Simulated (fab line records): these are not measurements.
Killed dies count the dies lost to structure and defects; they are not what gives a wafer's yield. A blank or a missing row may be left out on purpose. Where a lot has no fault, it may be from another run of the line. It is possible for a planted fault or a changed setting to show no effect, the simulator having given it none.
Struck lot and sound lot, side by side :: flow nandHarc :: 21 steps out of a route of 1302
Sound: the wafers L896.1, L896.5, L896.6. Wafers L901.2, L901.3, L901.6 were the ones struck. Last of all comes the cause.
Each step with rows lists, per side, the tool, then ch with its chambers, then its first start. Under that, the readings that differ: sound wafers :: struck wafers :: difference of the means :: sigmas: that difference in standard deviations of wafers without a fault.
alike: words and numbers the same on both sides, and readings whose means are apart by under 2 such deviations; not compared: readings that were withheld, readings missing a value for some wafer, numbers with overlapping values and no deviation given by the record, and bounds like >300 which may hide the same value.
Wherever a step has rows on one side only, a row that says differs or no value, or a row with sigmas, the two part there. Non-overlapping numbers with no deviation appear without sigmas and do not part them. Lack of a reading on every wafer of one side parts them only where that side has two or more wafers.

NHARC_A_BLC_CMP_25: polishes, t overpolish 30 s, target thk 150 nm.
  sound on cmp-02 ch 0,1, day 23 23:23; struck on cmp-01 ch 2,3, day 25 21:21
  alike: motorCurrentA, overpolishRunS, timeToEndpointS
after that, 1 step had no rows for these wafers: NHARC_A_BLC_SRD_27.
NHARC_A_BLC_INSPECT_28:
  sound on defectInspect-01 at day 23 23:47; struck on defectInspect-01 at day 25 21:43
  alike: rawDefectCount
then, 8 steps without rows for these wafers: NHARC_A_M0_DEP_00 (deposits SiOC, target thk 150 nm); NHARC_A_M0_DEHYDRATE_01 (time 120 s); NHARC_A_M0_HMDS_02 (time 30 s); NHARC_A_M0_COAT_33 (time 65 s); NHARC_A_M0_COAT_03 (resist thk 90 nm); NHARC_A_M0_SOFTBAKE_04 (time 55 s); NHARC_A_M0_EBR_05; NHARC_A_M0_EXPOSE_06 (exposes mask A M0, target cd 80 nm).
NHARC_A_M0_PEB_07: peb time 65 s.
  sound on lithoTrack-01 ch 0, day 24 00:29; struck on lithoTrack-01 ch 0, day 25 22:32
then, 1 step without rows for these wafers: NHARC_A_M0_DEVELOP_08 (develop time 35 s).
NHARC_A_M0_CD_MEAS_09: target cd 80 nm.
  sound on cdSem-03 ch 0, day 24 00:34; struck on cdSem-02 ch 0, day 25 22:37
reading: cdNm (nm)
sound: 80.4 78.6 79.0
struck: 86.1 85.5 86.2
difference: +6.6
sigmas: +9
NHARC_A_M0_OVL_MEAS_10: pitch 160 nm.
  sound on overlay-02 at day 24 00:39; struck on overlay-02 at day 25 22:42
  alike: overlayXNm, overlayYNm
NHARC_A_M0_INSPECT_11:
  sound on defectInspect-02 at day 24 00:41; struck on defectInspect-01 at day 25 22:44
  alike: rawDefectCount
NHARC_A_M0_DESCUM_14: chemistry O2, time 3 s.
  sound on rieDiel-06 ch 1,2,3, day 24 00:46; struck on rieDiel-05 ch 1,2,3, day 25 22:49
reading: throttleValvePct (%)
sound: 11.329 11.317 11.314
struck: 11.303 11.293 11.308
difference: -0.019
sigmas: -2

reading: model.A_M0.cdNm (nm)
sound: 80.91 78.48 78.97
struck: 86.75 85.4 86.18
difference: +6.66
sigmas: 
  alike: drypumpMotorCurrentA, o2FlowSccm, oesProductAu, rfVppV, showerheadPlenumPTorr
  not compared: rfHoursCounterH
NHARC_A_M0_ETCH_34: etches the open film in N2/H2, target depth 40 nm, overetch 12 nm, time 43.94 s.
  sound on rieDiel-06 ch 2,3, day 24 00:51; struck on rieDiel-05 ch 0,3, day 25 22:53
  alike: drypumpMotorCurrentA, n2FlowSccm, oesProductAu, rfVppV, showerheadPlenumPTorr, throttleValvePct
  not compared: rfHoursCounterH
NHARC_A_M0_ETCH_15: etches the open film in C4F8/Ar, target depth 150 nm, overetch 15 nm, time 82.5 s.
  sound: rieDiel-06 ch 1,2; struck: rieDiel-05 ch 1,2
reading: model.A_M0.cdNm (nm)
sound: 81 78.62 78.89
struck: 86.06 85.14 85.62
difference: +6.10
sigmas: 
  alike: oesProductAu, rfVppV
  not compared: rfHoursCounterH
NHARC_A_M0_CD_MEAS_16:
  sound on cdSem-02 at day 24 01:05; struck on cdSem-02 at day 25 23:06
reading: cdNm (nm)
sound: 80.7 78.4 78.7
struck: 86.2 85.1 85.7
difference: +6.4
sigmas: +7
NHARC_END_SORT_01:
  here the record holds rows for the struck wafers (prober-02 ch 0, day 27 16:48) but none for the sound ones

## WHERE THEY PART
First at NHARC_A_M0_CD_MEAS_09; last, within this record, at NHARC_END_SORT_01.

WHY: whatever the simulator had introduced
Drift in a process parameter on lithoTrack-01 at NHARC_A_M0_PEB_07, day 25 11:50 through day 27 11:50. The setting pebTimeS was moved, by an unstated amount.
